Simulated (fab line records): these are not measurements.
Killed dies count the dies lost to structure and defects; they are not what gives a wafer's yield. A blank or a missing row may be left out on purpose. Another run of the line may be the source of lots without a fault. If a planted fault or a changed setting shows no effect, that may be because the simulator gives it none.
fab line records | flow n5_finfet
record lots=7 | wafers=21
route steps=1938 shown BEOL_M10@1494 BEOL_M11@1552 BEOL_M13@1661
start_h: the number of hours between the record's first day and the start of the first shown wafer of the lot | wait_h: how many hours have passed since the lot's step before this one | " unchanged from the row above | L1.1+2: a row that stands for several wafers | - either no value or no given start | * or withheld: withheld | < > ~ a bound
route shown NAME@n: a module of which the file shows steps, and the number in the route of the first | usual: average and standard deviation across the fault-free wafers | same: alike in all rows | chamber/n: place in a boat | sites: readings site by site | _std_site: the values' standard deviation | _edge_site: outer sites' mean less inner sites' | radius_mm: for every site, how far away it sits from the centre of the wafer | mask NAME#n: copy n | behind: tool/chamber where the wafer was last shaped | hold: what put the lot on hold/how long, in hours/how the hold closed | device: names the non-switching transistor (n, p or np) | end of line: tests run on the same wafers once the route is complete | where a step has no rows: the recipe by itself | killed: the dies lost at the first sort to structure and to defects; this is not the yield of the wafer | map: per-die view of a wafer (x killed, . not killed, _ where there is no die)
set.NAME: the setting as run; set.NAME@STEP: as run at that earlier step | model.NAME: the simulator's own value behind a step, which no gauge read
lots whose settings were changed on purpose; a table a step, a row a wafer
## steps
# step N5_BEOL_M10_COAT_63
# recipe resist=SOC | temp_c=250 | time_s=60 | spin_rpm=1500 | resist_thk_nm=100
lot.wafer  | tool           | chamber | start_h | wait_h | set.spin_rpm | model.SOC_of_BEOL_M10_COAT_63.thk_nm
L078.2+4+5 | litho_track-04 | 0       | 240.20  | 2.6    | 1500         | 100.2
L080.1+4   | litho_track-04 | 0       | 258.76  | 3.7    | 1500         | 100.6
L080.6     | "              | 0       | "       | "      | 1452         | 102
L083.2     | litho_track-04 | 0       | 277.51  | 1.1    | 1357         | 105.6
L083.3     | "              | 0       | "       | "      | 1500         | 100.2
L083.6     | "              | 0       | "       | "      | 1500         | 99.8
L084.1     | litho_track-05 | 0       | 277.51  | 1.3    | 1500         | 100.2
L084.3     | "              | 0       | "       | "      | 1500         | 100
L084.4     | "              | 0       | "       | "      | 1643         | 95.6
L087.3+6   | litho_track-02 | 0       | 303.01  | 0.1    | 1500         | 99.8
L087.4     | "              | 0       | "       | "      | 1500         | 100
L095.1     | litho_track-05 | 0       | 354.90  | 1.4    | 1500         | 100.6
L095.3     | "              | 0       | "       | "      | 1551         | 98.6
L095.6     | "              | 0       | "       | "      | 1551         | 98.8
L097.4     | litho_track-05 | 0       | 367.78  | 1.1    | 1500         | 100.4
L097.5     | "              | 0       | "       | "      | 1500         | 100.8
L097.6     | "              | 0       | "       | "      | 1500         | 100.2
# step N5_BEOL_M10_COAT_64
# recipe resist=SiARC | temp_c=220 | time_s=60 | spin_rpm=1500 | resist_thk_nm=30
# step N5_BEOL_M10_COAT_22
# recipe resist=CAR-ArF | spin_rpm=1500 | resist_thk_nm=90
# step N5_BEOL_M10_DESCUM_33
# recipe chemistry=O2 | time_s=7.9 | source_power_w=50 | bias_power_w=20 | pressure_mtorr=20 | rf_frequency_hz=2.712e+07 | temp_c=40 | resist=CAR-ArF | o2_flow_sccm=225
# step N5_BEOL_M10_ETCH_65
# recipe chemistry=CF4 | target=SiARC | target_depth_a=390 | mask_material=CAR-ArF | time_s=65 | ion_energy_ev=80 | pressure_mtorr=40 | source_w=545 | bias_w=36 | Ar_flow_sccm=100 | cf4_flow_sccm=100 | ends=cleared
# step N5_BEOL_M10_ETCH_66
# recipe chemistry=N2/H2 | target=SOC | target_depth_a=1200 | overetch_a=240 | mask_material=SiARC | temp_c=40 | time_s=180 | ion_energy_ev=200 | pressure_mtorr=30 | source_w=840 | bias_w=150 | n2_flow_sccm=200 | h2_flow_sccm=200
lot.wafer | tool        | chamber | start_h | wait_h | set.spin_rpm@BEOL_M10_COAT_63 | model.etch.depth_nm
L078.2    | rie_diel-05 | 3       | 240.74  | 0.0    | 1500                          | 100.1
L078.4+5  | "           | 2,1     | "       | "      | 1500                          | 100.2
L080.1    | rie_diel-02 | 3       | 259.18  | 0.0    | 1500                          | 100.7
L080.4    | "           | 0       | "       | "      | 1500                          | 100.5
L080.6    | "           | 3       | "       | "      | 1452                          | 102.1
L083.2    | rie_diel-04 | 1       | 278.46  | 0.0    | 1357                          | 105.6
L083.3    | "           | 2       | "       | "      | 1500                          | 100.1
L083.6    | "           | 0       | "       | "      | 1500                          | 99.88
L084.1+3  | rie_diel-02 | 3,1     | 278.57  | 0.0    | 1500                          | 100.1
L084.4    | "           | 2       | "       | "      | 1643                          | 95.66
L087.3    | rie_diel-04 | 1       | 303.53  | 0.0    | 1500                          | 99.75
L087.4    | "           | 2       | "       | "      | 1500                          | 99.93
L087.6    | "           | 1       | "       | "      | 1500                          | 99.76
L095.1    | rie_diel-02 | 3       | 355.61  | 0.0    | 1500                          | 100.7
L095.3    | "           | 1       | "       | "      | 1551                          | 98.53
L095.6    | "           | 2       | "       | "      | 1551                          | 98.84
L097.4    | rie_diel-04 | 2       | 368.33  | 0.0    | 1500                          | 100.4
L097.5    | "           | 1       | "       | "      | 1500                          | 100.8
L097.6    | "           | 0       | "       | "      | 1500                          | 100.1
# step N5_BEOL_M10_STRIP_69
# recipe chemistry=N2/H2 | temp_c=40 | n2_flow_sccm=200 | h2_flow_sccm=200 | rf_frequency_hz=6e+07
# step N5_BEOL_M10_VIA_ETCH_34
# recipe chemistry=C4F6/O2 | target=SiCOH_lowk | target_depth_a=1845 | mask_material=SOC | taper_deg=4 | time_s=69.2 | ion_energy_ev=250 | pressure_mtorr=30 | source_w=345 | bias_w=185 | Ar_flow_sccm=300 | C4F6_flow_sccm=10 | O2_flow_sccm=10
lot.wafer | tool        | chamber | start_h | wait_h | set.spin_rpm@BEOL_M10_COAT_63 | model.SOC_of_BEOL_M10_COAT_63.thk_nm
L078.2+4  | rie_diel-05 | 3,2     | 240.87  | 0.0    | 1500                          | 92.2
L078.5    | "           | 1       | "       | "      | 1500                          | 92
L080.1    | rie_diel-02 | 3       | 259.30  | 0.0    | 1500                          | 92.8
L080.4    | "           | 0       | "       | "      | 1500                          | 92.6
L080.6    | "           | 3       | "       | "      | 1452                          | 94
L083.2    | rie_diel-04 | 1       | 278.58  | 0.0    | 1357                          | 97.4
L083.3+6  | "           | 2,0     | "       | "      | 1500                          | 91.8
L084.1    | rie_diel-02 | 3       | 278.70  | 0.0    | 1500                          | 92.2
L084.3    | "           | 1       | "       | "      | 1500                          | 92
L084.4    | "           | 2       | "       | "      | 1643                          | 87.8
L087.3+6  | rie_diel-04 | 1       | 303.65  | 0.0    | 1500                          | 91.4
L087.4    | "           | 2       | "       | "      | 1500                          | 91.8
L095.1    | rie_diel-02 | 3       | 355.73  | 0.0    | 1500                          | 92.8
L095.3    | "           | 1       | "       | "      | 1551                          | 90.4
L095.6    | "           | 2       | "       | "      | 1551                          | 91
L097.4    | rie_diel-04 | 2       | 368.45  | 0.0    | 1500                          | 92.2
L097.5    | "           | 1       | "       | "      | 1500                          | 92.4
L097.6    | "           | 0       | "       | "      | 1500                          | 91.8
# step N5_BEOL_M11_DESCUM_16
# recipe chemistry=O2 | time_s=7.9 | source_power_w=50 | bias_power_w=20 | pressure_mtorr=20 | rf_frequency_hz=2.712e+07 | temp_c=40 | resist=CAR-ArF | o2_flow_sccm=225
lot.wafer  | tool        | chamber | start_h | wait_h | set.time_s | model.CAR-ArF_of_BEOL_M11_COAT_05.thk_nm
L078.2+4   | rie_diel-06 | 1,3     | 246.65  | 0.2    | 7.9        | 83.6
L078.5     | "           | 3       | "       | "      | 6.356      | 84.4
L080.1+4   | rie_diel-06 | 1,0     | 267.81  | 0.0    | 7.9        | 83.4
L080.6     | "           | 1       | "       | "      | 7.9        | 83.2
L083.2     | rie_diel-06 | 2       | 291.06  | 0.2    | 7.9        | 84
L083.3     | "           | 0       | "       | "      | 6.377      | 84.6
L083.6     | "           | 0       | "       | "      | 7.9        | 83.8
L084.1     | rie_diel-03 | 1       | 291.32  | 0.2    | 9.308      | 82.8
L084.3     | "           | 2       | "       | "      | 7.9        | 83.4
L084.4     | "           | 3       | "       | "      | 7.9        | 83.6
L087.3     | rie_diel-06 | 0       | 309.77  | 0.0    | 8.579      | 82.8
L087.4+6   | "           | 3,0     | "       | "      | 7.9        | 83.4
L095.1     | rie_diel-01 | 0       | 363.09  | 0.0    | 7.9        | 84
L095.3     | "           | 2       | "       | "      | 7.9        | 83.8
L095.6     | "           | 3       | "       | "      | 6.511      | 84.8
L097.4+5+6 | rie_diel-03 | 2,0,1   | 375.72  | 0.0    | 7.9        | 83.6
# step N5_BEOL_M11_ETCH_61
# recipe chemistry=CF4 | target=SiARC | target_depth_a=390 | mask_material=CAR-ArF | time_s=65 | ion_energy_ev=80 | pressure_mtorr=40 | source_w=545 | bias_w=36 | Ar_flow_sccm=100 | cf4_flow_sccm=100 | ends=cleared
lot.wafer  | tool        | chamber | start_h | wait_h | set.time_s@BEOL_M11_DESCUM_16 | model.CAR-ArF_of_BEOL_M11_COAT_05.thk_nm
L078.2+4   | rie_diel-06 | 1,3     | 246.69  | 0.0    | 7.9                           | 55.6
L078.5     | "           | 3       | "       | "      | 6.356                         | 56.4
L080.1     | rie_diel-06 | 1       | 267.85  | 0.0    | 7.9                           | 55.4
L080.4     | "           | 0       | "       | "      | 7.9                           | 55.2
L080.6     | "           | 1       | "       | "      | 7.9                           | 55
L083.2     | rie_diel-06 | 2       | 291.10  | 0.0    | 7.9                           | 56
L083.3     | "           | 0       | "       | "      | 6.377                         | 56.6
L083.6     | "           | 0       | "       | "      | 7.9                           | 55.6
L084.1     | rie_diel-03 | 1       | 291.35  | 0.0    | 9.308                         | 54.8
L084.3+4   | "           | 2,3     | "       | "      | 7.9                           | 55.6
L087.3     | rie_diel-06 | 0       | 309.80  | 0.0    | 8.579                         | 54.8
L087.4     | "           | 3       | "       | "      | 7.9                           | 55.6
L087.6     | "           | 0       | "       | "      | 7.9                           | 55.4
L095.1     | rie_diel-01 | 0       | 363.12  | 0.0    | 7.9                           | 56.2
L095.3     | "           | 2       | "       | "      | 7.9                           | 56
L095.6     | "           | 3       | "       | "      | 6.511                         | 56.8
L097.4+5+6 | rie_diel-03 | 2,0,1   | 375.76  | 0.0    | 7.9                           | 55.6
# step N5_BEOL_M11_ETCH_62
# recipe chemistry=N2/H2 | target=SOC | target_depth_a=1100 | overetch_a=220 | mask_material=SiARC | temp_c=40 | time_s=165 | ion_energy_ev=200 | pressure_mtorr=30 | source_w=840 | bias_w=150 | n2_flow_sccm=200 | h2_flow_sccm=200
lot.wafer | tool        | chamber | start_h | wait_h | set.time_s | model.SiARC_of_BEOL_M11_COAT_60.thk_nm
L078.2    | rie_diel-06 | 1       | 246.74  | 0.0    | 165        | 23.8
L078.4+5  | "           | 3       | "       | "      | 133.5      | 24.6
L080.1    | rie_diel-06 | 1       | 267.90  | 0.0    | 143.7      | 24.6
L080.4    | "           | 0       | "       | "      | 165        | 23.8
L080.6    | "           | 1       | "       | "      | 143.7      | 24.8
L083.2    | rie_diel-06 | 2       | 291.15  | 0.0    | 165        | 23.6
L083.3+6  | "           | 0       | "       | "      | 165        | 23.8
L084.1    | rie_diel-03 | 1       | 291.40  | 0.0    | 165        | 24
L084.3    | "           | 2       | "       | "      | 201.5      | 21.6
L084.4    | "           | 3       | "       | "      | 201.5      | 22.2
L087.3    | rie_diel-06 | 0       | 309.85  | 0.0    | 189.9      | 22.8
L087.4    | "           | 3       | "       | "      | 189.9      | 22.4
L087.6    | "           | 0       | "       | "      | 165        | 23.8
L095.1    | rie_diel-01 | 0       | 363.17  | 0.0    | 165        | 23.2
L095.3    | "           | 2       | "       | "      | 165        | 23.4
L095.6    | "           | 3       | "       | "      | 165        | 23.8
L097.4+5  | rie_diel-03 | 2,0     | 375.85  | 0.1    | 165        | 23.4
L097.6    | "           | 1       | "       | "      | 165        | 24
# step N5_BEOL_M11_STRIP_68
# recipe chemistry=N2/H2 | temp_c=40 | n2_flow_sccm=200 | h2_flow_sccm=200 | rf_frequency_hz=6e+07
# step N5_BEOL_M11_STRIP_67
# recipe chemistry=CF4 | resist=SiARC | power_w=300 | bias_power_w=75 | pressure_mtorr=50 | cf4_flow_sccm=150 | rf_frequency_hz=6e+07
# step N5_BEOL_M11_HM_OPEN_17
# recipe chemistry=Cl2/BCl3 | target_depth_a=200 | overetch_a=60 | target=TiN | mask_material=SOC | ion_energy_ev=150 | pressure_mtorr=10 | icp_w=1000 | bias_w=126 | Cl2_flow_sccm=53.25 | bcl3_flow_sccm=21.75 | Ar_flow_sccm=25
lot.wafer | tool         | chamber | start_h | wait_h | set.time_s@BEOL_M11_ETCH_62 | model.etch.depth_nm
L078.2    | rie_metal-01 | 1       | 246.92  | 0.0    | 165                         | 20
L078.4    | "            | 0       | "       | "      | 133.5                       | 20.05
L078.5    | "            | 1       | "       | "      | 133.5                       | 20.1
L080.1    | rie_metal-01 | 0       | 268.08  | 0.0    | 143.7                       | 19.9
L080.4    | "            | 1       | "       | "      | 165                         | 19.96
L080.6    | "            | 0       | "       | "      | 143.7                       | 19.94
L083.2    | rie_metal-01 | 1       | 291.33  | 0.0    | 165                         | 20.32
L083.3    | "            | 1       | "       | "      | 165                         | 20.27
L083.6    | "            | 1       | "       | "      | 165                         | 20.26
L084.1    | rie_metal-02 | 0       | 291.59  | 0.0    | 165                         | 20.17
L084.3+4  | "            | 0,1     | "       | "      | 201.5                       | 16.44
L087.3    | rie_metal-03 | 1       | 310.07  | 0.1    | 189.9                       | 17.37
L087.4    | "            | 0       | "       | "      | 189.9                       | 17.1
L087.6    | "            | 0       | "       | "      | 165                         | 19.94
L095.1    | rie_metal-03 | 1       | 363.36  | 0.0    | 165                         | 20.3
L095.3    | "            | 0       | "       | "      | 165                         | 20.01
L095.6    | "            | 1       | "       | "      | 165                         | 20.03
L097.4    | rie_metal-03 | 0       | 376.00  | 0.1    | 165                         | 19.7
L097.5    | "            | 0       | "       | "      | 165                         | 19.61
L097.6    | "            | 1       | "       | "      | 165                         | 19.83
# step N5_BEOL_M11_TRENCH_ETCH_37
# recipe chemistry=C4F6/O2 | target_depth_a=1488.3 | target=SiCOH_lowk | time_s=48 | ion_energy_ev=250 | pressure_mtorr=30 | source_w=345 | bias_w=185 | Ar_flow_sccm=300 | C4F6_flow_sccm=10 | O2_flow_sccm=10
lot.wafer | tool        | chamber | start_h | wait_h | set.time_s | model.BEOL_M11.feature_depth_nm | model.etch.depth_nm
L078.2    | rie_diel-03 | 3       | -       | -      | 44.05      | 139.8                           | 139.8
L078.4    | "           | 2       | "       | "      | 48         | 156                             | 156
L078.5    | "           | 1       | "       | "      | 48         | 148.2                           | 148.3
L080.1    | rie_diel-06 | 0       | -       | -      | 48         | 144.4                           | 144.5
L080.4    | "           | 3       | "       | "      | 42.85      | 132.8                           | 132.8
L080.6    | "           | 3       | "       | "      | 48         | 147.6                           | 147.6
L083.2    | rie_diel-03 | 0       | -       | -      | 48         | 149.8                           | 149.7
L083.3    | "           | 1       | "       | "      | 48         | 145.6                           | 145.6
L083.6    | "           | 0       | "       | "      | 42.18      | 131.2                           | 131.2
L084.1    | rie_diel-03 | 1       | -       | -      | 48         | 147                             | 147.1
L084.3    | "           | 3       | "       | "      | 37.93      | 117.8                           | 117.8
L084.4    | "           | 2       | "       | "      | 48         | 153                             | 153
L087.3+6  | rie_diel-01 | 2       | -       | -      | 48         | 151.4                           | 151.3
L087.4    | "           | 1       | "       | "      | 48         | 148.4                           | 148.4
L095.1    | rie_diel-06 | 3       | -       | -      | 48         | 150.4                           | 150.3
L095.3    | "           | 0       | "       | "      | 48         | 144.2                           | 144.2
L095.6    | "           | 0       | "       | "      | 48         | 145.8                           | 145.7
L097.4    | rie_diel-06 | 0       | -       | -      | 48         | 144                             | 144.1
L097.5    | "           | 3       | "       | "      | 48         | 148.8                           | 148.7
L097.6    | "           | 0       | "       | "      | 48         | 143.8                           | 143.8
# step N5_BEOL_M11_ETCH_41
# recipe chemistry=CH3F/O2 | target=SiCN | target_depth_a=426 | taper_deg=2 | time_s=86 | ion_energy_ev=120 | mask_material=TiN | pressure_mtorr=30 | source_w=395 | bias_w=75 | Ar_flow_sccm=150 | CH3F_flow_sccm=30 | O2_flow_sccm=20
# step N5_BEOL_M11_STRIP_77
# recipe chemistry=N2/H2 | time_s=10 | power_w=450 | temp_c=40 | pressure_mtorr=20 | rf_frequency_hz=6e+07 | bias_power_w=7 | n2_flow_sccm=200 | h2_flow_sccm=200
# step N5_BEOL_M11_OCD_MEAS_38
# usual trench_depth_nm=149.2/3
lot.wafer | tool   | chamber | start_h | wait_h | set.time_s@BEOL_M11_TRENCH_ETCH_37 | trench_depth_nm
L078.2    | ocd-01 | -       | 249.40  | -      | 44.05                              | 140.3
L078.4    | "      | -       | "       | "      | 48                                 | 155.6
L078.5    | "      | -       | "       | "      | 48                                 | 147.9
L080.1    | ocd-02 | -       | 270.26  | -      | 48                                 | 144.2
L080.4    | "      | -       | "       | "      | 42.85                              | 133.2
L080.6    | "      | -       | "       | "      | 48                                 | 147.4
L083.2    | ocd-01 | -       | 292.67  | -      | 48                                 | 148.8
L083.3    | "      | -       | "       | "      | 48                                 | 145.8
L083.6    | "      | -       | "       | "      | 42.18                              | 131.3
L084.1    | ocd-02 | -       | 294.91  | -      | 48                                 | 147.8
L084.3    | "      | -       | "       | "      | 37.93                              | 118.3
L084.4    | "      | -       | "       | "      | 48                                 | 152.8
L087.3    | ocd-01 | -       | 312.93  | -      | 48                                 | 152.0
L087.4    | "      | -       | "       | "      | 48                                 | 148.4
L087.6    | "      | -       | "       | "      | 48                                 | 151.4
L095.1    | ocd-01 | -       | 366.21  | -      | 48                                 | 149.9
L095.3    | "      | -       | "       | "      | 48                                 | 144.0
L095.6    | "      | -       | "       | "      | 48                                 | 145.7
L097.4    | ocd-01 | -       | 378.16  | -      | 48                                 | 144.0
L097.5    | "      | -       | "       | "      | 48                                 | 148.9
L097.6    | "      | -       | "       | "      | 48                                 | 143.7
# step N5_BEOL_M11_ALD_74
# recipe material=TaN | target_thk_a=20 | temp_c=275 | ald_precursor_family=PDMAT | ald_co_reactant=NH3 | pressure_torr=3 | carrier_flow_sccm=1500 | pulse_time_s=2 | purge_time_s=3 | co_reactant_purge_time_s=2 | co_reactant_pulse_time_s=3 | ald_cycles=40 | precursor_vessel_temp_c=75 | precursor_vessel_pressure_torr=26.25 | precursor_vessel_carrier_sccm=1000
lot.wafer  | tool         | chamber | start_h | wait_h | set.ald_cycles | model.TaN_of_BEOL_M11_ALD_74.thk_nm
L078.2+4   | ald_metal-04 | 1,0     | 250.49  | 0.0    | 40             | 2
L078.5     | "            | 1       | "       | "      | 34             | 1.6
L080.1     | ald_metal-04 | 2       | 271.25  | 0.0    | 46             | 2.2
L080.4     | "            | 3       | "       | "      | 40             | 2
L080.6     | "            | 2       | "       | "      | 46             | 2.4
L083.2     | ald_metal-04 | 3       | 295.09  | 0.0    | 38             | 2
L083.3     | "            | 0       | "       | "      | 38             | 1.8
L083.6     | "            | 3       | "       | "      | 40             | 2
L084.1+3   | ald_metal-04 | 3,2     | 295.83  | 0.0    | 35             | 1.8
L084.4     | "            | 1       | "       | "      | 40             | 2
L087.3+4+6 | ald_metal-01 | 0,3,0   | 313.94  | 0.1    | 40             | 2
L095.1+3+6 | ald_metal-03 | 2,1,2   | 369.23  | 0.0    | 35             | 1.8
L097.4+5+6 | ald_metal-01 | 0,2,1   | 379.16  | 0.0    | 40             | 2
# step N5_BEOL_M11_SURFACE_TREAT_76
# recipe gas=Ar | time_s=* | ion_energy_ev=* | ion_current_ma_cm2=0.5 | pressure_mtorr=* | ar_flow_sccm=30
# step N5_BEOL_M11_CVD_75
# recipe material=Co | target_thk_a=20 | temp_c=withheld | precursor=CCTBA/H2 | pressure_torr=30 | time_s=138.9
# step N5_BEOL_M11_ECD_50
# recipe material=Cu | target_thk_a=3180
# step N5_BEOL_M11_ANNEAL_51
# recipe temp_c=225 | time_s=90 | ambient=N2
# step N5_BEOL_M11_CMP_52
# recipe stop_on=SiCOH_lowk | t_overpolish_s=7 | down_force_psi=1 | platen_rpm=50 | clearing_platen_down_force_psi=1.5 | clearing_platen_rpm=50 | post_cmp_clean=cu_alkaline | target_thk_nm=140 | clearing_platen_pad_velocity_m_s=0.99484 | pad_velocity_m_s=0.99484
lot.wafer | tool   | chamber | start_h | wait_h | set.time_s@BEOL_M11_TRENCH_ETCH_37 | model.Cu_of_BEOL_M11_ECD_50.thk_nm
L078.4    | cmp-04 | 3       | 253.56  | 0.3    | 48                                 | 149.2
L078.2    | "      | 0       | "       | "      | 44.05                              | 132
L078.5    | "      | 2       | "       | "      | 48                                 | 140
L080.1    | cmp-04 | 0       | 272.46  | 0.3    | 48                                 | 136.6
L080.4    | "      | 1       | "       | "      | 42.85                              | 123
L080.6    | "      | 1       | "       | "      | 48                                 | 138
L083.3    | cmp-01 | 2       | 296.21  | 0.2    | 48                                 | 134.6
L083.2    | "      | 3       | "       | "      | 48                                 | 139.2
L083.6    | "      | 1       | "       | "      | 42.18                              | 122.6
L084.1    | cmp-04 | 1       | 297.99  | 0.3    | 48                                 | 140.2
L084.4    | "      | 2       | "       | "      | 48                                 | 143.8
L084.3    | "      | 3       | "       | "      | 37.93                              | 110.8
L087.3+6  | cmp-04 | 3       | 315.89  | 0.5    | 48                                 | 142.4
L087.4    | "      | 0       | "       | "      | 48                                 | 140.2
L095.3    | cmp-03 | 3       | 371.10  | 0.2    | 48                                 | 135
L095.1    | "      | 1       | "       | "      | 48                                 | 141.8
L095.6    | "      | 2       | "       | "      | 48                                 | 137.6
L097.4    | cmp-04 | 1       | 380.54  | 0.2    | 48                                 | 136.8
L097.6    | "      | 3       | "       | "      | 48                                 | 135.6
L097.5    | "      | 0       | "       | "      | 48                                 | 140
# step N5_BEOL_M11_THK_MEAS_53
# recipe thk_meas_gauge=xrf | reads=Cu_of_BEOL_M11_ECD_50
# usual M11_THK=142/3.4
lot.wafer | tool          | chamber | start_h | wait_h | set.time_s@BEOL_M11_TRENCH_ETCH_37 | M11_THK[nm]
L078.2    | film_metro-02 | -       | 253.81  | -      | 44.05                              | 132
L078.4    | "             | -       | "       | "      | 48                                 | 150
L078.5    | "             | -       | "       | "      | 48                                 | 140
L080.1    | film_metro-02 | -       | 272.76  | -      | 48                                 | 137
L080.4    | "             | -       | "       | "      | 42.85                              | 124
L080.6    | "             | -       | "       | "      | 48                                 | 139
L083.2    | film_metro-02 | -       | 296.47  | -      | 48                                 | 141
L083.3    | "             | -       | "       | "      | 48                                 | 136
L083.6    | "             | -       | "       | "      | 42.18                              | 124
L084.1    | film_metro-02 | -       | 298.25  | -      | 48                                 | 144
L084.3    | "             | -       | "       | "      | 37.93                              | 113
L084.4    | "             | -       | "       | "      | 48                                 | 146
L087.3    | film_metro-02 | -       | 316.14  | -      | 48                                 | 144
L087.4    | "             | -       | "       | "      | 48                                 | 141
L087.6    | "             | -       | "       | "      | 48                                 | 143
L095.1    | film_metro-01 | -       | 371.35  | -      | 48                                 | 142
L095.3    | "             | -       | "       | "      | 48                                 | 136
L095.6    | "             | -       | "       | "      | 48                                 | 138
L097.4    | film_metro-02 | -       | 380.76  | -      | 48                                 | 138
L097.5    | "             | -       | "       | "      | 48                                 | 141
L097.6    | "             | -       | "       | "      | 48                                 | 137
# step N5_BEOL_M11_PRE_CLEAN_55
# recipe gas=NH3 | time_s=15 | temp_c=withheld | rf_power_w=300
# step N5_BEOL_M11_DEP_56
# recipe material=SiCN | target_thk_a=300 | temp_c=withheld | precursor=3MS/NH3 | pressure_torr=3 | rf_w=675 | time_s=10.5
# step N5_BEOL_M11_RS_MEAS_57
# recipe thk_meas_gauge=four-point-probe | reads=Cu_of_BEOL_M11_ECD_50+Co_of_BEOL_M11_CVD_75+TaN_of_BEOL_M11_ALD_74
# usual M11_RS=0.151/0.0039
lot.wafer | tool          | chamber | start_h | wait_h | set.time_s@BEOL_M11_TRENCH_ETCH_37 | M11_RS[ohm/sq]
L078.2    | film_metro-02 | -       | 253.94  | 0.0    | 44.05                              | 0.161
L078.4    | "             | -       | "       | "      | 48                                 | 0.141
L078.5    | "             | -       | "       | "      | 48                                 | 0.151
L080.1    | film_metro-02 | -       | 272.88  | 0.0    | 48                                 | 0.155
L080.4    | "             | -       | "       | "      | 42.85                              | 0.174
L080.6    | "             | -       | "       | "      | 48                                 | 0.153
L083.2    | film_metro-01 | -       | 296.62  | 0.1    | 48                                 | 0.152
L083.3    | "             | -       | "       | "      | 48                                 | 0.158
L083.6    | "             | -       | "       | "      | 42.18                              | 0.175
L084.1    | film_metro-02 | -       | 298.38  | 0.0    | 48                                 | 0.150
L084.3    | "             | -       | "       | "      | 37.93                              | 0.196
L084.4    | "             | -       | "       | "      | 48                                 | 0.146
L087.3    | film_metro-02 | -       | 316.27  | 0.0    | 48                                 | 0.148
L087.4    | "             | -       | "       | "      | 48                                 | 0.151
L087.6    | "             | -       | "       | "      | 48                                 | 0.148
L095.1    | film_metro-01 | -       | 371.51  | 0.1    | 48                                 | 0.149
L095.3    | "             | -       | "       | "      | 48                                 | 0.157
L095.6    | "             | -       | "       | "      | 48                                 | 0.154
L097.4    | film_metro-02 | -       | 380.88  | 0.0    | 48                                 | 0.155
L097.5    | "             | -       | "       | "      | 48                                 | 0.151
L097.6    | "             | -       | "       | "      | 48                                 | 0.156
# step N5_BEOL_M13_COAT_58
# recipe resist=BARC | temp_c=205 | time_s=60 | spin_rpm=1500 | resist_thk_nm=89
lot.wafer  | tool           | chamber | start_h | wait_h | set.spin_rpm | model.BARC_of_BEOL_M13_COAT_58.thk_nm
L078.2+4+5 | litho_track-01 | 0       | 262.85  | 0.0    | 1500         | 89
L080.1     | litho_track-04 | 0       | 277.32  | 0.0    | 1402         | 92.2
L080.4     | "              | 0       | "       | "      | 1402         | 92
L080.6     | "              | 0       | "       | "      | 1500         | 89.2
L083.2     | litho_track-05 | 0       | 302.48  | 0.0    | 1651         | 85.4
L083.3     | "              | 0       | "       | "      | 1500         | 89.6
L083.6     | "              | 0       | "       | "      | 1651         | 85.2
L084.1     | litho_track-05 | 0       | 303.81  | 0.0    | 1348         | 94.2
L084.3     | "              | 0       | "       | "      | 1348         | 94
L084.4     | "              | 0       | "       | "      | 1500         | 89.2
L087.3     | litho_track-01 | 0       | 321.93  | 0.0    | 1500         | 89.2
L087.4     | "              | 0       | "       | "      | 1500         | 88.6
L087.6     | "              | 0       | "       | "      | 1500         | 89
L095.1     | litho_track-01 | 0       | 380.00  | 0.0    | 1500         | 88.8
L095.3     | "              | 0       | "       | "      | 1500         | 89.2
L095.6     | "              | 0       | "       | "      | 1500         | 89
L097.4+6   | litho_track-01 | 0       | 388.15  | 0.0    | 1500         | 89.4
L097.5     | "              | 0       | "       | "      | 1500         | 89.2
## key
split step=N5_BEOL_M10_COAT_63 | setting=spin_rpm | stated=1500 | by=wafer
response step=N5_BEOL_M10_COAT_63 | reading=model.SOC_of_BEOL_M10_COAT_63.thk_nm | change=-0.527 | per=1% | r=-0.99
response step=N5_BEOL_M10_ETCH_66 | reading=model.etch.depth_nm | change=-0.527 | per=1% | r=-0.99
response step=N5_BEOL_M10_VIA_ETCH_34 | reading=model.SOC_of_BEOL_M10_COAT_63.thk_nm | change=-0.519 | per=1% | r=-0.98
split step=N5_BEOL_M11_DESCUM_16 | setting=time_s | stated=7.9 | by=wafer
response step=N5_BEOL_M11_DESCUM_16 | reading=model.CAR-ArF_of_BEOL_M11_COAT_05.thk_nm | change=-0.043 | per=1% | r=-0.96
response step=N5_BEOL_M11_ETCH_61 | reading=model.CAR-ArF_of_BEOL_M11_COAT_05.thk_nm | change=-0.0438 | per=1% | r=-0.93
split step=N5_BEOL_M11_ETCH_62 | setting=time_s | stated=165 | by=wafer
response step=N5_BEOL_M11_ETCH_62 | reading=model.SiARC_of_BEOL_M11_COAT_60.thk_nm | change=-0.0733 | per=1% | r=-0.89
response step=N5_BEOL_M11_HM_OPEN_17 | reading=model.etch.depth_nm | shape=bent | at_lowest=20.08 | at_stated=20.03 | at_highest=16.44
split step=N5_BEOL_M11_TRENCH_ETCH_37 | setting=time_s | stated=48 | by=wafer
response step=N5_BEOL_M11_TRENCH_ETCH_37 | reading=model.BEOL_M11.feature_depth_nm | change=+1.45 | per=1% | r=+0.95
response step=N5_BEOL_M11_TRENCH_ETCH_37 | reading=model.etch.depth_nm | change=+1.45 | per=1% | r=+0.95
response step=N5_BEOL_M11_OCD_MEAS_38 | reading=trench_depth_nm | change=+1.42 | per=1% | r=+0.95
response step=N5_BEOL_M11_CMP_52 | reading=model.Cu_of_BEOL_M11_ECD_50.thk_nm | change=+1.41 | per=1% | r=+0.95
response step=N5_BEOL_M11_THK_MEAS_53 | reading=M11_THK | change=+1.44 | per=1% | r=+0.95
response step=N5_BEOL_M11_RS_MEAS_57 | reading=M11_RS | change=-0.00205 | per=1% | r=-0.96
split step=N5_BEOL_M11_ALD_74 | setting=ald_cycles | stated=40 | by=wafer
response step=N5_BEOL_M11_ALD_74 | reading=model.TaN_of_BEOL_M11_ALD_74.thk_nm | change=+0.0214 | per=1% | r=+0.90
split step=N5_BEOL_M13_COAT_58 | setting=spin_rpm | stated=1500 | by=wafer
response step=N5_BEOL_M13_COAT_58 | reading=model.BARC_of_BEOL_M13_COAT_58.thk_nm | change=-0.454 | per=1% | r=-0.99
